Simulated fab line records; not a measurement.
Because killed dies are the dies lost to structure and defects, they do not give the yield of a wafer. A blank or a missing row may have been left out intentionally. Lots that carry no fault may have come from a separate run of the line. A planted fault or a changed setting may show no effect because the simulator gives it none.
fab line records + flow nandHarc
record:
- lots: 14
- wafers: 42
- lastDay: 33
route steps=1302 shown A_SOURCE_PLATE@416 A_CHANNEL_HOLE_D1@450
lots that met no fault: from a run of the same line without faults
startH: the number of hours between the record's first day and the start of the first shown wafer of the lot + waitH: hours elapsed since this lot's preceding step + " the same as in the row above + L1.1+2: a single row standing in for several wafers + - no value, or no start given + * or withheld: withheld + < > ~ a bound
route shown NAME@n: a module of which the file shows steps, and the number in the route of the first + usual: mean/standard deviation of fault-free wafers + same: alike in all rows + chamber/n: place in a boat + sites: per-site readings + _std_site: how widely they spread, as a standard deviation + _edge_site: inner sites' mean taken away from outer sites' mean + radiusMm: for every site, how far away it sits from the centre of the wafer + mask NAME#n: copy n + behind: the tool/chamber that last shaped the wafer + hold: the reason the lot was held/the length of the hold in hours/how it ended + device: names the non-switching transistor (n, p or np) + end of line: at the end of the route, the tests of the same wafers + for a step that has no rows: nothing shown but its recipe + killed: not the wafer's yield, but the dies lost to structure and defects at the first sort + map: a wafer's dies, x killed, . not, _ none there
set.NAME: the setting as run; set.NAME@STEP: as run at that earlier step + model.NAME: the simulator's own value behind a step, which no gauge read
the route's steps for a sample of lots (tables are steps, rows are wafers)
services: when a tool's chamber went out of use (startH, in hours from the record's first day, below 0 if earlier), for how many hours, and the reason
== steps ==
step: NHARC_A_SOURCE_PLATE_THK_MEAS_09
recipe:
- thkMeasGauge: ellipsometry
usual:
- thkNm: 9.7/1.1
| lot.wafer | tool         | chamber | startH | waitH | thkNm |
|-----------|--------------|---------|--------|-------|-------|
| L449.4    | filmMetro-02 | -       | 158.96 | 0.4   | 8.5   |
| L449.5    | "            | -       | "      | "     | 8.4   |
| L449.6    | "            | -       | "      | "     | 9.4   |
| L450.2    | filmMetro-01 | -       | 164.48 | 0.4   | 10.2  |
| L450.3    | "            | -       | "      | "     | 12.0  |
| L450.6    | "            | -       | "      | "     | 8.7   |
| L452.1    | filmMetro-02 | -       | 190.89 | 0.4   | 10.3  |
| L452.3    | "            | -       | "      | "     | 8.9   |
| L452.6    | "            | -       | "      | "     | 11.0  |
| L453.1    | filmMetro-01 | -       | 198.00 | 0.4   | 8.9   |
| L453.4    | "            | -       | "      | "     | 10.9  |
| L453.5    | "            | -       | "      | "     | 9.7   |
| L454.1    | filmMetro-02 | -       | 212.31 | 0.4   | 9.0   |
| L454.2    | "            | -       | "      | "     | 11.2  |
| L454.4    | "            | -       | "      | "     | 11.3  |
| L455.2    | filmMetro-01 | -       | 224.89 | 0.4   | 8.8   |
| L455.3    | "            | -       | "      | "     | 8.9   |
| L455.4    | "            | -       | "      | "     | 8.7   |
| L456.1    | filmMetro-01 | -       | 237.69 | 0.4   | 9.7   |
| L456.3    | "            | -       | "      | "     | 13.2  |
| L456.5    | "            | -       | "      | "     | 8.3   |
| L457.3    | filmMetro-02 | -       | 242.45 | 0.4   | 10.4  |
| L457.5    | "            | -       | "      | "     | 7.9   |
| L457.6    | "            | -       | "      | "     | 10.3  |
| L464.1    | filmMetro-01 | -       | 301.32 | 0.4   | 9.4   |
| L464.2    | "            | -       | "      | "     | 9.1   |
| L464.5    | "            | -       | "      | "     | 9.3   |
| L465.2    | filmMetro-02 | -       | 312.91 | 0.4   | 9.5   |
| L465.4    | "            | -       | "      | "     | 8.1   |
| L465.5    | "            | -       | "      | "     | 7.5   |
| L466.1    | filmMetro-01 | -       | 327.02 | 0.4   | 12.4  |
| L466.3    | "            | -       | "      | "     | 9.2   |
| L466.5    | "            | -       | "      | "     | 10.0  |
| L468.1    | filmMetro-01 | -       | 343.70 | 0.4   | 10.4  |
| L468.2    | "            | -       | "      | "     | 9.5   |
| L468.3    | "            | -       | "      | "     | 9.6   |
| L471.1    | filmMetro-01 | -       | 376.61 | 0.4   | 8.6   |
| L471.3    | "            | -       | "      | "     | 9.1   |
| L471.4    | "            | -       | "      | "     | 9.8   |
| L470.2    | filmMetro-01 | -       | 376.62 | 0.4   | 10.0  |
| L470.4    | "            | -       | "      | "     | 11.1  |
| L470.6    | "            | -       | "      | "     | 8.8   |
step: NHARC_A_SOURCE_PLATE_THK_MEAS_06
recipe:
- thkMeasGauge: ellipsometry
usual:
- thkNm: 200.4/1.8
| lot.wafer | tool         | chamber | startH | waitH | thkNm |
|-----------|--------------|---------|--------|-------|-------|
| L449.4    | filmMetro-02 | -       | 172.03 | 0.4   | 200.4 |
| L449.5    | "            | -       | "      | "     | 200.0 |
| L449.6    | "            | -       | "      | "     | 200.6 |
| L450.2    | filmMetro-01 | -       | 177.49 | 0.4   | 201.7 |
| L450.3    | "            | -       | "      | "     | 201.9 |
| L450.6    | "            | -       | "      | "     | 200.6 |
| L452.1    | filmMetro-02 | -       | 204.00 | 0.4   | 201.3 |
| L452.3    | "            | -       | "      | "     | 200.2 |
| L452.6    | "            | -       | "      | "     | 200.2 |
| L453.1    | filmMetro-01 | -       | 210.50 | 0.4   | 199.0 |
| L453.4    | "            | -       | "      | "     | 199.6 |
| L453.5    | "            | -       | "      | "     | 202.0 |
| L454.1    | filmMetro-01 | -       | 227.66 | 0.4   | 201.3 |
| L454.2    | "            | -       | "      | "     | 200.5 |
| L454.4    | "            | -       | "      | "     | 201.6 |
| L455.2    | filmMetro-02 | -       | 239.46 | 0.4   | 202.2 |
| L455.3    | "            | -       | "      | "     | 200.7 |
| L455.4    | "            | -       | "      | "     | 199.8 |
| L456.1    | filmMetro-01 | -       | 250.82 | 0.4   | 199.8 |
| L456.3    | "            | -       | "      | "     | 200.2 |
| L456.5    | "            | -       | "      | "     | 197.4 |
| L457.3    | filmMetro-01 | -       | 255.51 | 0.4   | 201.6 |
| L457.5    | "            | -       | "      | "     | 201.2 |
| L457.6    | "            | -       | "      | "     | 201.5 |
| L464.1    | filmMetro-01 | -       | 314.37 | 0.4   | 202.9 |
| L464.2    | "            | -       | "      | "     | 202.6 |
| L464.5    | "            | -       | "      | "     | 201.0 |
| L465.2    | filmMetro-02 | -       | 326.51 | 0.4   | 204.0 |
| L465.4    | "            | -       | "      | "     | 201.7 |
| L465.5    | "            | -       | "      | "     | 202.7 |
| L466.1    | filmMetro-01 | -       | 342.66 | 0.4   | 197.5 |
| L466.3    | "            | -       | "      | "     | 196.8 |
| L466.5    | "            | -       | "      | "     | 200.3 |
| L468.1    | filmMetro-01 | -       | 356.72 | 0.4   | 199.6 |
| L468.2    | "            | -       | "      | "     | 201.0 |
| L468.3    | "            | -       | "      | "     | 200.0 |
| L471.1    | filmMetro-01 | -       | 389.13 | 0.4   | 198.3 |
| L471.3    | "            | -       | "      | "     | 197.9 |
| L471.4    | "            | -       | "      | "     | 197.9 |
| L470.2    | filmMetro-02 | -       | 389.13 | 0.4   | 198.2 |
| L470.4    | "            | -       | "      | "     | 198.9 |
| L470.6    | "            | -       | "      | "     | 198.1 |
step: NHARC_A_CHANNEL_HOLE_D1_DEP_00
recipe:
- targetThkA: 31000
- tempC: 400
- material: aC
usual:
- susceptorTempC: 399.95/0.26
- throttleValvePct: 35.000/0.0095
| lot.wafer | tool      | chamber | startH | waitH | susceptorTempC | throttleValvePct |
|-----------|-----------|---------|--------|-------|----------------|------------------|
| L449.4    | aclDep-03 | 0       | 189.94 | 4.4   | -              | 34.993           |
| L449.5    | "         | 0       | "      | "     | -              | 34.994           |
| L449.6    | "         | 0       | "      | "     | -              | 34.996           |
| L450.2    | aclDep-03 | 0       | 200.96 | 9.6   | -              | 35.008           |
| L450.3    | "         | 0       | "      | "     | -              | 34.993           |
| L450.6    | "         | 0       | "      | "     | -              | 34.983           |
| L452.1    | aclDep-03 | 0       | 217.58 | 0.1   | -              | 35.009           |
| L452.3    | "         | 0       | "      | "     | -              | 35.000           |
| L452.6    | "         | 0       | "      | "     | -              | 35.011           |
| L453.1    | aclDep-02 | 0       | 226.86 | 1.6   | 400.19         | 34.996           |
| L453.4    | "         | 0       | "      | "     | 400.11         | 35.011           |
| L453.5    | "         | 0       | "      | "     | 399.89         | 34.981           |
| L454.1    | aclDep-01 | 0       | 241.10 | 0.1   | -              | 35.015           |
| L454.2    | "         | 0       | "      | "     | -              | 35.002           |
| L454.4    | "         | 0       | "      | "     | -              | 34.974           |
| L455.2    | aclDep-01 | 0       | 253.13 | 0.4   | 400.04         | 34.977           |
| L455.3    | "         | 0       | "      | "     | 399.99         | 34.982           |
| L455.4    | "         | 0       | "      | "     | 400.20         | 34.983           |
| L456.1    | aclDep-02 | 0       | 264.21 | 0.1   | 400.11         | 35.002           |
| L456.3    | "         | 0       | "      | "     | 400.21         | 34.995           |
| L456.5    | "         | 0       | "      | "     | 400.13         | 34.998           |
| L457.3    | aclDep-01 | 0       | 269.76 | 0.7   | -              | 34.994           |
| L457.5    | "         | 0       | "      | "     | -              | 35.000           |
| L457.6    | "         | 0       | "      | "     | -              | 35.001           |
| L464.1    | aclDep-01 | 0       | 327.21 | 0.5   | 399.98         | 35.003           |
| L464.2    | "         | 0       | "      | "     | 400.38         | 34.992           |
| L464.5    | "         | 0       | "      | "     | 399.96         | 35.004           |
| L465.2    | aclDep-01 | 0       | 340.46 | 0.4   | 400.07         | 35.004           |
| L465.4    | "         | 0       | "      | "     | 399.72         | 35.006           |
| L465.5    | "         | 0       | "      | "     | 399.78         | 35.002           |
| L466.1    | aclDep-02 | 0       | 358.75 | 2.5   | 399.88         | 34.998           |
| L466.3    | "         | 0       | "      | "     | 400.38         | 34.980           |
| L466.5    | "         | 0       | "      | "     | 399.75         | 35.005           |
| L468.1    | aclDep-03 | 0       | 372.33 | 0.1   | 399.80         | 35.006           |
| L468.2    | "         | 0       | "      | "     | 400.58         | 35.008           |
| L468.3    | "         | 0       | "      | "     | 400.04         | 34.982           |
| L470.2    | aclDep-03 | 0       | 404.49 | 1.6   | 399.72         | 35.022           |
| L470.4    | "         | 0       | "      | "     | 399.75         | 34.994           |
| L470.6    | "         | 0       | "      | "     | 400.11         | 35.007           |
| L471.1    | aclDep-02 | 0       | 404.65 | 1.8   | 399.78         | 35.004           |
| L471.3    | "         | 0       | "      | "     | 399.48         | 35.005           |
| L471.4    | "         | 0       | "      | "     | 399.76         | 34.998           |
step: NHARC_A_CHANNEL_HOLE_D1_DEP_01
recipe:
- targetThkA: 1400
- targetThkNm: 140
- tempC: 400
- pressureTorr: 3.5
- flowSccm: 200
- rfW: 350
- material: SiON
usual:
- heaterPowerW: 724/92
- rfFwdPowerW: 348.5/1.1
- susceptorTempC: 400.04/0.21
| lot.wafer | tool     | chamber | startH | waitH | heaterPowerW | rfFwdPowerW | susceptorTempC |
|-----------|----------|---------|--------|-------|--------------|-------------|----------------|
| L449.6    | pecvd-02 | 0       | 190.99 | 0.1   | 765          | 348.9       | 399.89         |
| L449.5    | "        | 1       | "      | "     | 716          | 350.0       | 399.87         |
| L449.4    | "        | 2       | "      | "     | 897          | 348.4       | 399.83         |
| L450.3    | pecvd-03 | 0       | 202.57 | 1.0   | 702          | 347.9       | 400.12         |
| L450.2    | "        | 1       | "      | "     | 605          | 348.4       | 399.62         |
| L450.6    | "        | 1       | "      | "     | 616          | 349.0       | 399.98         |
| L452.3    | pecvd-03 | 1       | 219.47 | 1.0   | 541          | 349.1       | 399.93         |
| L452.1    | "        | 2       | "      | "     | 681          | 349.1       | 399.95         |
| L452.6    | "        | 1       | "      | "     | 545          | 349.8       | 399.61         |
| L453.1    | pecvd-03 | 0       | 228.82 | 1.6   | 779          | 350.7       | 399.82         |
| L453.4    | "        | 0       | "      | "     | 768          | 351.9       | 399.94         |
| L453.5    | "        | 1       | "      | "     | 552          | 346.8       | 400.06         |
| L454.1    | pecvd-03 | 1       | 243.01 | 1.6   | 630          | 348.4       | 400.30         |
| L454.2    | "        | 2       | "      | "     | 616          | 349.5       | 400.10         |
| L454.4    | "        | 0       | "      | "     | 804          | 350.8       | 400.11         |
| L455.2    | pecvd-03 | 2       | 254.73 | 1.3   | 617          | 404.6       | 399.90         |
| L455.3    | "        | 1       | "      | "     | 547          | 401.7       | 400.12         |
| L455.4    | "        | 0       | "      | "     | 773          | 405.3       | 399.97         |
| L456.1    | pecvd-03 | 1       | 266.16 | 1.6   | 598          | 404.4       | 400.19         |
| L456.3    | "        | 2       | "      | "     | 689          | 404.9       | 399.87         |
| L456.5    | "        | 1       | "      | "     | 612          | 404.3       | 400.08         |
| L457.3    | pecvd-02 | 0       | 271.10 | 1.0   | 671          | 347.1       | 399.76         |
| L457.6    | "        | 1       | "      | "     | 849          | 348.2       | 399.91         |
| L457.5    | "        | 0       | "      | "     | 690          | 348.2       | 400.49         |
| L464.1    | pecvd-04 | 0       | 329.16 | 1.6   | 787          | 348.8       | 400.06         |
| L464.2    | "        | 1       | "      | "     | 635          | 345.4       | 400.14         |
| L464.5    | "        | 0       | "      | "     | 776          | 349.4       | 399.93         |
| L465.2    | pecvd-02 | 2       | 342.10 | 1.3   | 794          | 349.6       | 400.20         |
| L465.5    | "        | 1       | "      | "     | 739          | 347.3       | 400.12         |
| L465.4    | "        | 2       | "      | "     | 821          | 349.9       | 400.42         |
| L466.1    | pecvd-02 | 0       | 360.67 | 1.6   | 742          | 346.3       | 399.93         |
| L466.3    | "        | 2       | "      | "     | 854          | 349.4       | 400.16         |
| L466.5    | "        | 0       | "      | "     | 737          | 346.7       | 399.99         |
| L468.2    | pecvd-04 | 2       | 374.43 | 1.5   | 760          | 349.1       | 399.94         |
| L468.1    | "        | 0       | "      | "     | 761          | 349.5       | 400.53         |
| L468.3    | "        | 1       | "      | "     | 557          | 348.4       | 400.20         |
| L470.2    | pecvd-03 | 0       | 406.15 | 1.3   | 714          | 348.5       | 400.07         |
| L470.6    | "        | 0       | "      | "     | 699          | 350.3       | 399.80         |
| L470.4    | "        | 1       | "      | "     | 666          | 348.5       | 399.72         |
| L471.1    | pecvd-02 | 0       | 406.56 | 1.6   | 706          | 347.7       | 400.39         |
| L471.3    | "        | 2       | "      | "     | 801          | 349.3       | 400.30         |
| L471.4    | "        | 2       | "      | "     | 788          | 349.0       | 400.16         |
== services ==
| tool      | chamber | startH | hours | kind      |
|-----------|---------|--------|-------|-----------|
| pecvd-02  | -       | 182.11 | 1.0   | repair    |
| pecvd-03  | -       | 185.12 | 13.0  | pm        |
| pecvd-03  | 0       | 185.12 | 13.0  | ventCycle |
| pecvd-03  | 1       | 185.12 | 13.0  | ventCycle |
| pecvd-03  | 2       | 185.12 | 13.0  | ventCycle |
| aclDep-01 | -       | 188.90 | 13.0  | pm        |
| pecvd-03  | 0       | 198.12 | -     | clean     |
| pecvd-03  | 1       | 198.12 | -     | clean     |
| pecvd-03  | 2       | 198.12 | -     | clean     |
| pecvd-04  | 0       | 204.08 | 6.5   | repair    |
| pecvd-02  | -       | 227.09 | 13.0  | pm        |
| aclDep-02 | -       | 244.04 | 13.0  | pm        |
| pecvd-04  | -       | 269.17 | 13.0  | pm        |
| pecvd-02  | 0       | 279.41 | 6.0   | repair    |
| aclDep-03 | -       | 303.59 | 13.0  | pm        |
| pecvd-04  | -       | 304.90 | 5.4   | repair    |
| pecvd-02  | -       | 324.45 | 0.6   | repair    |
| pecvd-03  | -       | 330.86 | 0.7   | repair    |
| pecvd-04  | -       | 337.80 | 1.7   | repair    |
| pecvd-03  | -       | 366.12 | 13.0  | pm        |
| aclDep-01 | -       | 370.26 | 13.0  | pm        |
| pecvd-03  | 0       | 379.88 | 7.6   | repair    |
| pecvd-03  | 1       | 387.31 | 5.2   | repair    |
| pecvd-04  | 2       | 399.33 | 13.2  | repair    |
== key ==
firstSign:
- step: NHARC_A_CHANNEL_HOLE_D1_DEP_01
- reading: rfFwdPowerW
- direction: up
- sigmas: 52
- usual: *
- struck: *
effect none on later readings
metAt NHARC_A_CHANNEL_HOLE_D1_DEP_01
struckLots L455,L456
testerLeftOut L455,L456
notActingAt NHARC_A_SOURCE_PLATE_THK_MEAS_09,NHARC_A_SOURCE_PLATE_THK_MEAS_06,NHARC_A_CHANNEL_HOLE_D1_DEP_00
onsetBetween 243.01 254.73
fault:
- kind: processParameterDrift
- tool: pecvd-03
- chamber: -
- onsetH: 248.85
- steps: NHARC_A_CHANNEL_HOLE_D1_DEP_01
- channel: rfW
- offset: *
- shape: step
- endH: 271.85
- actsIn: *
- stated: *
testerLeftOut: of these lots the tester's yield and bins aren't shown, on N5 and GAA mostly nor the transistor test; their killed dies are dies lost to structure and defects alone, not to doping, threshold or leakage, so they don't give the yield
